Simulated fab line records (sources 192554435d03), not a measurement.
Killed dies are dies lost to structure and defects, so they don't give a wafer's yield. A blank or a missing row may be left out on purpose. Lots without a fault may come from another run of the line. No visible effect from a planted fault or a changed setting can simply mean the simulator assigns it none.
fab line records	flow n5_finfet
record lots=11	wafers=31	last_day=17
route steps=1938 shown MIM_TOP_ETCH@1851 MIM_BOT_ETCH@1869 TV_LITHO@1883 PASSIVATION@1901
lots with no fault: from the same line, run without faults
start_h: start of the lot's first displayed wafer, in hours after the record's first day	wait_h: time in hours since the lot's previous step	" identical to the entry in the row above	L1.1+2: a single row standing in for several wafers	- no value, or no start was given	* or withheld: withheld	< > ~ a bound
route shown NAME@n: NAME is a module with steps in the file, n the number in the route of the first one	usual: mean and standard deviation over wafers with no fault	same: alike in all rows	chamber/n: place in a boat	sites: per-site readings	_std_site: standard deviation across them	_edge_site: the outer-site mean with the inner-site mean subtracted	radius_mm: for every site, how far away it sits from the centre of the wafer	mask NAME#n: copy n	behind: the most recent tool/chamber to have shaped the wafer	hold: cause of the lot's hold/its duration in hours/its outcome	device: names the non-switching transistor (n, p or np)	end of line: the same wafers' tests at the end of the route	where a step has no rows: the recipe by itself	killed: count of dies lost to structure and defects at first sort (not the wafer's yield)	map: the dies of a wafer, with x for killed, . for not killed, _ for no die there
set.NAME: the setting as run; set.NAME@STEP: as run at that earlier step	model.NAME: the simulator's own value behind a step, which no gauge read
route steps across a sampled set of lots; one table per step, one row per wafer
services: when a tool's chamber went out of use (start_h, in hours from the record's first day, below 0 if earlier), for how many hours, and the reason
## steps
# step N5_MIM_TOP_ETCH_ETCH_00
# recipe chemistry=Cl2/BCl3	target=TiN	target_depth_a=385	ion_energy_ev=150	pressure_mtorr=10	icp_w=1000	bias_w=126	Cl2_flow_sccm=53.25	bcl3_flow_sccm=21.75	Ar_flow_sccm=25
# usual drypump_motor_current_A=5.9/0.38	he_backside_leak_sccm=3.30/0.25	oes_product_au=0.77/0.076	throttle_valve_pct=22.91/0.21
lot.wafer	tool	chamber	start_h	wait_h	drypump_motor_current_A	he_backside_leak_sccm	oes_product_au	rf_hours_counter_h	throttle_valve_pct
L798.2	rie_metal-01	1	276.58	0.1	6.2	3.44	0.78	40	23.01
L798.5	"	0	"	"	5.4	3.27	0.73	-	23.01
L798.6	"	1	"	"	6.1	3.44	0.79	-	23.00
L797.1	rie_metal-01	1	277.45	0.1	6.1	3.13	0.78	40	23.01
L797.2	"	0	"	"	5.5	3.43	0.73	60	23.02
L797.3	"	1	"	"	6.2	3.06	0.79	-	23.03
L799.3	rie_metal-02	1	282.33	0.1	5.8	3.65	0.88	-	22.82
L799.4	"	0	"	"	5.2	3.36	0.76	-	22.71
L799.5	"	1	"	"	5.8	3.38	0.87	-	22.84
L803.2	rie_metal-01	0	299.87	0.1	5.5	3.20	0.72	62	23.04
L803.4	"	1	"	"	6.2	3.26	0.77	-	23.02
L803.6	"	0	"	"	5.5	3.27	0.71	-	23.03
L806.1	rie_metal-01	0	321.38	0.1	5.5	3.29	0.72	65	23.02
L806.4	"	0	"	"	5.5	3.22	0.72	-	23.04
L806.6	"	0	"	"	5.5	3.36	0.72	-	23.03
L809.1	rie_metal-03	1	341.41	0.1	6.0	3.04	0.74	60	23.05
L809.2	"	1	"	"	6.0	3.07	0.75	-	23.04
L809.4	"	1	"	"	6.0	3.19	0.74	-	23.04
L811.1	rie_metal-03	1	361.54	0.1	6.0	3.05	0.75	63	23.05
L811.4	"	0	"	"	6.4	3.45	0.97	-	22.31
L812.2	rie_metal-03	1	374.99	0.1	6.1	3.20	0.74	64	23.06
L812.4	"	0	"	"	6.4	3.49	0.96	-	22.30
L816.4	rie_metal-01	0	382.98	0.1	5.4	3.21	0.70	-	23.04
L816.5	"	1	"	"	6.2	2.95	0.75	-	23.04
L816.6	"	0	"	"	5.5	3.26	0.70	-	23.04
L817.1	rie_metal-01	1	393.99	0.1	6.2	3.20	0.75	52	23.04
L817.3	"	0	"	"	5.5	3.38	0.70	-	23.04
L817.5	"	1	"	"	6.2	3.15	0.76	-	23.02
L819.3	rie_metal-02	1	404.66	0.1	5.8	3.18	0.83	-	22.84
L819.5	"	1	"	"	5.8	3.53	0.83	-	22.87
L819.6	"	0	"	"	5.2	3.33	0.73	-	22.72
# step N5_MIM_BOT_ETCH_STRIP_01
# recipe chemistry=O2	power_w=600	temp_c=60	pressure_mtorr=30	rf_frequency_hz=6e+07	bias_power_w=0	overash_fraction=0.5	o2_flow_sccm=225
# usual drypump_motor_current_A=5.8/0.44	oes_product_au=0.82/0.065	rf_vpp_V=3.8/1.1	showerhead_plenum_p_Torr=2.10/0.075	temp_c=60.03/0.12	throttle_valve_pct=16.54/0.14
# same overash_fraction=0.5
lot.wafer	tool	chamber	start_h	wait_h	drypump_motor_current_A	oes_product_au	rf_hours_counter_h	rf_vpp_V	showerhead_plenum_p_Torr	temp_c	throttle_valve_pct
L798.2	rie_diel-04	0	277.74	0.1	5.5	0.85	67	4.6	2.22	60.18	16.37
L798.5	"	3	"	"	5.6	0.79	-	4.4	2.01	59.92	16.43
L798.6	"	2	"	"	6.3	0.98	-	2.3	2.07	59.95	16.46
L797.1	rie_diel-03	2	278.49	0.1	4.8	0.88	23	4.5	2.04	59.90	16.46
L797.2	"	0	"	"	5.7	0.88	35	3.7	2.03	60.07	16.36
L797.3	"	1	"	"	6.2	0.84	47	5.3	2.15	60.13	16.63
L799.3	rie_diel-02	2	284.16	0.1	5.9	0.71	206	1.7	1.99	60.18	16.78
L799.4	"	3	"	"	6.3	0.69	241	6.3	2.14	60.23	16.49
L799.5	"	2	"	"	5.9	0.71	-	3.5	1.99	60.02	16.80
L803.2	rie_diel-04	1	301.08	0.1	5.7	0.75	220	3.1	2.17	59.93	16.72
L803.4	"	2	"	"	6.3	0.92	21	4.9	2.07	59.98	16.52
L803.6	"	3	"	"	5.6	0.77	-	4.2	2.01	59.86	16.48
L806.1	rie_diel-02	2	322.74	0.1	5.9	0.68	221	4.5	1.98	60.18	16.73
L806.4	"	2	"	"	5.9	0.72	-	5.3	1.98	60.24	16.74
L806.6	"	0	"	"	5.9	0.83	-	4.4	2.10	60.25	16.58
L809.1	rie_diel-03	3	343.05	0.1	6.1	0.80	112	2.6	2.10	60.09	16.65
L809.2	"	2	"	"	4.8	0.85	45	4.0	2.04	59.96	16.47
L809.4	"	1	"	"	6.3	0.81	69	3.7	2.14	59.85	16.73
L811.1	rie_diel-03	3	362.79	0.2	6.1	0.78	119	2.4	2.10	60.09	16.69
L811.4	"	2	"	"	4.8	0.83	52	4.4	2.03	59.95	16.55
L812.2	rie_diel-02	0	376.04	0.1	5.9	0.80	125	3.5	2.10	60.05	16.60
L812.4	"	3	"	"	6.3	0.96	16	1.5	2.13	60.03	16.17
L816.4	rie_diel-04	3	384.58	0.1	5.5	0.77	133	4.3	2.00	60.02	16.53
L816.5	"	2	"	"	6.3	0.90	-	2.8	2.06	59.87	16.53
L816.6	"	3	"	"	5.5	0.74	-	3.4	2.00	59.81	16.52
L817.1	rie_diel-03	3	395.15	0.1	6.1	0.78	131	3.6	2.09	59.96	16.70
L817.3	"	2	"	"	4.8	0.83	60	2.3	2.03	60.14	16.56
L817.5	"	1	"	"	6.3	0.80	-	2.6	2.13	60.01	16.75
L819.3	rie_diel-02	3	405.65	0.1	6.3	0.92	25	3.8	2.13	60.03	16.18
L819.5	"	0	"	"	6.0	0.79	-	4.5	2.09	59.82	16.60
L819.6	"	3	"	"	6.3	0.91	-	3.7	2.13	60.09	16.15
# step N5_PASSIVATION_CD_MEAS_10
# recipe target_cd_nm=3000	landing_energy_ev=500	detector=se_inlens
# usual cd_nm=3001.0/3
lot.wafer	tool	chamber	start_h	wait_h	cd_nm
L797.1	cd_sem-03	0	280.84	-	2998.1
L797.2	"	0	"	"	2998.8
L797.3	"	0	"	"	2998.3
L798.2	cd_sem-02	0	282.17	-	3001.2
L798.5	"	0	"	"	3002.7
L798.6	"	0	"	"	2998.3
L799.3	cd_sem-03	0	285.10	-	2996.7
L799.4	"	0	"	"	2997.5
L799.5	"	0	"	"	3001.7
L803.2	cd_sem-01	0	302.13	-	3003.4
L803.4	"	0	"	"	3006.4
L803.6	"	0	"	"	3003.0
L806.1	cd_sem-03	0	325.01	-	3005.2
L806.4	"	0	"	"	3005.1
L806.6	"	0	"	"	3003.2
L809.1	cd_sem-02	0	344.89	-	3002.2
L809.2	"	0	"	"	3003.7
L809.4	"	0	"	"	3000.8
L811.1	cd_sem-01	0	368.88	-	3008.0
L811.4	"	0	"	"	3003.4
L812.2	cd_sem-01	0	376.95	-	2999.2
L812.4	"	0	"	"	2999.8
L816.4	cd_sem-02	0	387.32	-	3001.6
L816.5	"	0	"	"	3001.7
L816.6	"	0	"	"	3000.3
L817.1	cd_sem-02	0	396.92	-	3001.3
L817.3	"	0	"	"	2995.8
L817.5	"	0	"	"	3002.6
L819.3	cd_sem-02	0	406.74	-	3005.9
L819.5	"	0	"	"	3002.7
L819.6	"	0	"	"	3003.1
# step N5_PASSIVATION_EXPOSE_27
# recipe mask_id=PAD	na=0.55	source_shape=conventional	sigma_outer=0.8	polarization=unpolarized	defocus_nm=0	dose_mj=32.3
lot.wafer	tool	chamber	start_h	wait_h	mask
L797.1+2+3	krf_scanner-01	0	282.60	-	PAD#0
L798.2+5+6	krf_scanner-02	0	283.74	-	PAD#0
L799.3+4+5	krf_scanner-02	0	286.37	-	PAD#0
L803.2+4+6	krf_scanner-01	0	304.91	-	PAD#0
L806.1+4+6	krf_scanner-02	0	326.28	-	PAD#0
L809.1+2+4	krf_scanner-02	0	346.84	-	PAD#0
L811.1+4	krf_scanner-02	0	370.52	-	PAD#0
L812.2+4	krf_scanner-02	0	378.50	-	PAD#0
L816.4+5+6	krf_scanner-01	0	388.93	-	PAD#0
L817.1+3+5	krf_scanner-01	0	398.79	-	PAD#0
L819.3+5+6	krf_scanner-01	0	408.24	-	PAD#0
# step N5_PASSIVATION_OVL_MEAS_63
# recipe points_per_wafer=44
# usual PAD_OVL=-1/6.5
lot.wafer	tool	chamber	start_h	wait_h	PAD_OVL[nm]
L797.1	overlay-02	0	282.81	0.0	15
L797.2	"	0	"	"	12
L797.3	"	0	"	"	12
L798.2	overlay-01	0	283.94	0.0	6
L798.5	"	0	"	"	5
L798.6	"	0	"	"	-8
L799.3	overlay-02	0	286.56	0.0	-9
L799.4	"	0	"	"	-6
L799.5	"	0	"	"	-3
L803.2	overlay-02	0	305.11	0.0	-6
L803.4	"	0	"	"	-9
L803.6	"	0	"	"	-5
L806.1	overlay-02	0	326.49	0.0	0
L806.4	"	0	"	"	-10
L806.6	"	0	"	"	-9
L809.1	overlay-02	0	347.05	0.0	237
L809.2	"	0	"	"	242
L809.4	"	0	"	"	239
L811.1	overlay-01	0	370.73	0.0	239
L811.4	"	0	"	"	230
L812.2	overlay-02	0	378.70	0.0	242
L812.4	"	0	"	"	240
L816.4	overlay-02	0	389.12	0.0	9
L816.5	"	0	"	"	-5
L816.6	"	0	"	"	5
L817.1	overlay-01	0	398.99	0.0	5
L817.3	"	0	"	"	10
L817.5	"	0	"	"	6
L819.3	overlay-01	0	408.43	0.0	-2
L819.5	"	0	"	"	-2
L819.6	"	0	"	"	-6
## services
tool	chamber	start_h	hours	kind
krf_scanner-02	-	253.90	1.0	pm
rie_metal-03	-	256.46	0.2	repair
krf_scanner-02	0	272.81	-	calibration
krf_scanner-01	-	282.70	4.0	pm
rie_diel-02	3	311.75	-	clean
rie_diel-02	3	311.75	-	consumable_replace:focus_ring
rie_diel-02	3	311.75	20.7	scheduled_down
rie_diel-02	3	311.75	20.7	vent_cycle
krf_scanner-02	-	314.89	0.8	pm
krf_scanner-01	0	315.40	-	calibration
krf_scanner-01	-	319.42	0.8	pm
krf_scanner-01	-	346.28	1.3	pm
krf_scanner-02	-	348.62	1.3	pm
rie_diel-02	0	349.30	4.2	repair
rie_diel-03	2	370.53	9.9	repair
krf_scanner-01	-	378.90	1.0	pm
krf_scanner-02	-	387.50	3.6	repair
rie_diel-04	1	391.53	-	clean
rie_diel-04	1	391.53	-	consumable_replace:focus_ring
rie_diel-04	1	391.53	17.4	scheduled_down
krf_scanner-02	-	394.04	1.0	repair
rie_diel-02	2	399.28	-	clean
rie_diel-02	2	399.28	-	consumable_replace:focus_ring
rie_diel-02	-	406.59	0.4	repair
## key
first_sign step=N5_PASSIVATION_OVL_MEAS_63	reading=PAD_OVL	direction=up	sigmas=37	usual=-1	struck=239
effect none on later readings
met_at N5_PASSIVATION_EXPOSE_27
struck_lots L809,L811,L812
not_acting_at N5_MIM_TOP_ETCH_ETCH_00,N5_MIM_BOT_ETCH_STRIP_01,N5_PASSIVATION_CD_MEAS_10
onset_between 326.28 346.84
fault kind=scanner_matching_overlay	tool=krf_scanner-02	chamber=-	onset_h=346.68	steps=N5_PASSIVATION_EXPOSE_27	offset=243.53
